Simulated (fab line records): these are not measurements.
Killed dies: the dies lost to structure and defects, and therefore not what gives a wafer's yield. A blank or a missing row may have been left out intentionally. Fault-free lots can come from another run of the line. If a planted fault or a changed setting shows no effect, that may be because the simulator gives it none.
2 desks looking at one fault    flow n5 finfet    what lay behind the numbers comes last; until then each desk has only its own

== AT THE METROLOGY DESK ==
What the gauges read, lot by lot, whatever tool the lot ran on: means of the sampled wafers that have a number. The brackets show how far a lot's mean lies from the usual mean; more than 4 standard deviations puts the lot out of limits, marked OUT. Shown are 7 of the 25 readings it has, namely the first that went out of limits plus those furthest out on some lot.
Columns: A = trench depth nm at N5_BEOL_M10_OCD_MEAS_38, usual 149 nm; B = M10_THK at N5_BEOL_M10_THK_MEAS_53, usual 140 nm; C = M10_RS at N5_BEOL_M10_RS_MEAS_57, usual 0.151 ohm/sq; D = COMB_M11 at N5_BEOL_M15_RC_MEAS_101, usual 1.4e-11 S/m; E = SERP_M10 at N5_BEOL_M15_RC_MEAS_101, usual 3.03 ohm/um; F = SERP_M10_max_site at N5_BEOL_M15_RC_MEAS_101, usual 3.12 ohm/um; G = SERP_M14 at N5_BEOL_M15_RC_MEAS_101, usual 0.161 ohm/um
lot   first seen here  A               B               C      D        E     F     G
L505  day 12 10:05     151             141             0.151  1.2e-11  3.08  3.15  0.163
L517  day 14 01:22     148             140             0.153  1.3e-11  3.09  3.22  0.169
L518  day 14 15:23     148             140             0.150  1.6e-11  3.01  3.12  0.155
L519  day 14 15:51     171 (+6.4) OUT  162 (+5.8) OUT  0.134  1.4e-11  2.69  2.74  0.163
L528  day 16 22:35     147             137             0.151  2.0e-11  3.00  3.09  0.158
L527  day 16 22:46     146             137             0.153  1.2e-11  3.06  3.14  0.161
This desk finds L519 out of limits, L519 being first, at day 14 15:51 (trench depth nm at N5_BEOL_M10_OCD_MEAS_38). L505, L517, L518, L528, L527: within limits.

== FOR THE TOOL OWNER'S DESK: rie diel-01 ==
The tool's own readings at N5_BEOL_M10_TRENCH_ETCH_37 (etches SiCOH lowk in C4F6/O2, target depth 148.83 nm, time 48 s): means of the sampled wafers that have a number, for each lot that ran on this tool. The brackets show how far a lot's mean lies from the usual mean; more than 4 standard deviations puts the lot out of limits, marked OUT.
Columns: A = drypump motor current A at N5_BEOL_M10_TRENCH_ETCH_37, usual 5.5 A; B = oes product au at N5_BEOL_M10_TRENCH_ETCH_37, usual 0.78 a.u.; C = rf vpp V at N5_BEOL_M10_TRENCH_ETCH_37, usual 666 V; D = showerhead plenum p Torr at N5_BEOL_M10_TRENCH_ETCH_37, usual 2.90 Torr; E = throttle valve pct at N5_BEOL_M10_TRENCH_ETCH_37, usual 21.07 %
lot   first seen here  A    B     C    D     E
L517  day 14 01:11     5.1  0.76  672  2.89  21.05
L518  day 14 15:12     5.7  0.71  680  2.90  20.96
L519  day 14 15:40     5.2  0.79  675  2.91  21.11
This desk's verdict: no lot among the 3 shows anything out of limits.

== PUT TOGETHER ==
Metrology desk: alarm possible at day 14 15:51 on L519.
The tool owner's desk saw nothing out of limits.
Tool owner's desk: L519 on record, inside its limits.
All the named lots went through N5_BEOL_M10_TRENCH_ETCH_37 on rie diel-01.

== WHAT THE SIMULATOR HAD PUT IN ==
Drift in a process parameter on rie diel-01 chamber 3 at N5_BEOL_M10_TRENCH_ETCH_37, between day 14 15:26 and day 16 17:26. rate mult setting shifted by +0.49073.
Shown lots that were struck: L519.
Time in hours between the start of the fault and the first out-of-limits reading at each desk: metrology desk, 0.
